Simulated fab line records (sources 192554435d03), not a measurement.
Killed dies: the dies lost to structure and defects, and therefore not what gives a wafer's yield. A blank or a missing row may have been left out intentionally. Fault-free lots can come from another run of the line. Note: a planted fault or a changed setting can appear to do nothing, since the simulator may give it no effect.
Chamber matching :: flow n5_finfet :: N5_BEOL_M0_SAQP_ETCH_83 on rie_diel-06: 4 sister chambers
The step etches SiARC in CF4, target depth 39 nm, time 65 s. 22 wafers are shown with their chamber, then 11 later ones without.

== WAFERS, EACH WITH ITS CHAMBER ==
wafer: L074.4
chamber: 1
showerhead_plenum_p_Torr (Torr): 2.11
throttle_valve_pct (%): 15.55
oes_product_au (a.u.): 0.59

wafer: L074.5
chamber: 0
showerhead_plenum_p_Torr (Torr): 2.11
throttle_valve_pct (%): 15.71
oes_product_au (a.u.): 0.60

wafer: L074.6
chamber: 1
showerhead_plenum_p_Torr (Torr): 2.11
throttle_valve_pct (%): 15.55
oes_product_au (a.u.): 0.58

wafer: L075.1
chamber: 3
showerhead_plenum_p_Torr (Torr): 2.18
throttle_valve_pct (%): 15.26
oes_product_au (a.u.): 0.80

wafer: L075.2
chamber: 0
showerhead_plenum_p_Torr (Torr): 2.11
throttle_valve_pct (%): 15.71
oes_product_au (a.u.): 0.60

wafer: L075.6
chamber: 0
showerhead_plenum_p_Torr (Torr): 2.11
throttle_valve_pct (%): 15.71
oes_product_au (a.u.): 0.60

wafer: L078.1
chamber: 0
showerhead_plenum_p_Torr (Torr): 2.11
throttle_valve_pct (%): 15.70
oes_product_au (a.u.): 0.59

wafer: L078.3
chamber: 3
showerhead_plenum_p_Torr (Torr): 2.18
throttle_valve_pct (%): 15.28
oes_product_au (a.u.): 0.79

wafer: L078.6
chamber: 2
showerhead_plenum_p_Torr (Torr): 2.23
throttle_valve_pct (%): 15.87
oes_product_au (a.u.): 0.62

wafer: L080.1
chamber: 2
showerhead_plenum_p_Torr (Torr): 2.23
throttle_valve_pct (%): 15.88
oes_product_au (a.u.): 0.63

wafer: L080.4
chamber: 0
showerhead_plenum_p_Torr (Torr): 2.11
throttle_valve_pct (%): 15.74
oes_product_au (a.u.): 0.60

wafer: L080.5
chamber: 0
showerhead_plenum_p_Torr (Torr): 2.11
throttle_valve_pct (%): 15.73
oes_product_au (a.u.): 0.59

wafer: L081.1
chamber: 0
showerhead_plenum_p_Torr (Torr): 2.11
throttle_valve_pct (%): 15.73
oes_product_au (a.u.): 0.59

wafer: L081.3
chamber: 1
showerhead_plenum_p_Torr (Torr): 2.11
throttle_valve_pct (%): 15.59
oes_product_au (a.u.): 0.58

wafer: L081.5
chamber: 0
showerhead_plenum_p_Torr (Torr): 2.11
throttle_valve_pct (%): 15.73
oes_product_au (a.u.): 0.59

wafer: L087.2
chamber: 3
showerhead_plenum_p_Torr (Torr): 2.17
throttle_valve_pct (%): 15.31
oes_product_au (a.u.): 0.76

wafer: L087.5
chamber: 3
showerhead_plenum_p_Torr (Torr): 2.17
throttle_valve_pct (%): 15.32
oes_product_au (a.u.): 0.76

wafer: L087.6
chamber: 2
showerhead_plenum_p_Torr (Torr): 2.22
throttle_valve_pct (%): 15.91
oes_product_au (a.u.): 0.61

wafer: L090.2
chamber: 3
showerhead_plenum_p_Torr (Torr): 2.17
throttle_valve_pct (%): 15.34
oes_product_au (a.u.): 0.75

wafer: L090.4
chamber: 2
showerhead_plenum_p_Torr (Torr): 2.22
throttle_valve_pct (%): 15.92
oes_product_au (a.u.): 0.61

wafer: L090.6
chamber: 2
showerhead_plenum_p_Torr (Torr): 2.22
throttle_valve_pct (%): 15.91
oes_product_au (a.u.): 0.61

wafer: L091.1
chamber: 2
showerhead_plenum_p_Torr (Torr): 2.22
throttle_valve_pct (%): 15.93
oes_product_au (a.u.): 0.61

SIGNATURES (means of the wafers above)
reading: showerhead_plenum_p_Torr
chamber 0: 2.1100
chamber 1: 2.1100
chamber 2: 2.2233
chamber 3: 2.1740
scatter within a chamber: 0.00375

reading: throttle_valve_pct
chamber 0: 15.7200
chamber 1: 15.5633
chamber 2: 15.9033
chamber 3: 15.3020
scatter within a chamber: 0.0227

reading: oes_product_au
chamber 0: 0.5950
chamber 1: 0.5833
chamber 2: 0.6150
chamber 3: 0.7720
scatter within a chamber: 0.0118
Rule: for a wafer and a chamber, the distance is found by dividing, reading by reading, the gap between the wafer's reading and the chamber's mean by the reading's scatter, squaring, summing and taking the root. If the next closest chamber is less than 2 further off than the closest, the wafer can't be placed; otherwise it belongs to the closest. The scatter: take each reading less its chamber's mean, square it, sum over the shown wafers, divide by the number of wafers less the number of chambers, and take the root.

== WAFERS WITHOUT THEIR CHAMBER ==
wafer: L091.3
showerhead_plenum_p_Torr (Torr): 2.17
throttle_valve_pct (%): 15.35
oes_product_au (a.u.): 0.75

wafer: L091.6
showerhead_plenum_p_Torr (Torr): 2.10
throttle_valve_pct (%): 15.30
oes_product_au (a.u.): 0.83

wafer: L093.1
showerhead_plenum_p_Torr (Torr): 2.10
throttle_valve_pct (%): 15.31
oes_product_au (a.u.): 0.81

wafer: L093.2
showerhead_plenum_p_Torr (Torr): 2.22
throttle_valve_pct (%): 15.91
oes_product_au (a.u.): 0.61

wafer: L093.5
showerhead_plenum_p_Torr (Torr): 2.10
throttle_valve_pct (%): 15.31
oes_product_au (a.u.): 0.81

wafer: L094.1
showerhead_plenum_p_Torr (Torr): 2.22
throttle_valve_pct (%): 15.92
oes_product_au (a.u.): 0.60

wafer: L094.2
showerhead_plenum_p_Torr (Torr): 2.10
throttle_valve_pct (%): 15.16
oes_product_au (a.u.): 0.84

wafer: L094.6
showerhead_plenum_p_Torr (Torr): 2.10
throttle_valve_pct (%): 15.31
oes_product_au (a.u.): 0.80

wafer: L095.1
showerhead_plenum_p_Torr (Torr): 2.17
throttle_valve_pct (%): 15.34
oes_product_au (a.u.): 0.74

wafer: L095.3
showerhead_plenum_p_Torr (Torr): 2.10
throttle_valve_pct (%): 15.14
oes_product_au (a.u.): 0.84

wafer: L095.5
showerhead_plenum_p_Torr (Torr): 2.22
throttle_valve_pct (%): 15.93
oes_product_au (a.u.): 0.60

== WHICH CHAMBER EACH ONE RAN IN ==
wafer: L091.3
from the rows above: 3
in truth: 3

wafer: L091.6
from the rows above: 3
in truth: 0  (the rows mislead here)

wafer: L093.1
from the rows above: 3
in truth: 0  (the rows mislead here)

wafer: L093.2
from the rows above: 2
in truth: 2

wafer: L093.5
from the rows above: 3
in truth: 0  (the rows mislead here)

wafer: L094.1
from the rows above: 2
in truth: 2

wafer: L094.2
from the rows above: 3
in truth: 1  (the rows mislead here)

wafer: L094.6
from the rows above: can't be placed: 3 or 1
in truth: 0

wafer: L095.1
from the rows above: 3
in truth: 3

wafer: L095.3
from the rows above: 3
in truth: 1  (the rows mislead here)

wafer: L095.5
from the rows above: 2
in truth: 2
Correct placement for 5 of the 11. Cannot be placed on the basis of these rows: 1; the candidates contain the true chamber in 0. 5 placed wrongly.
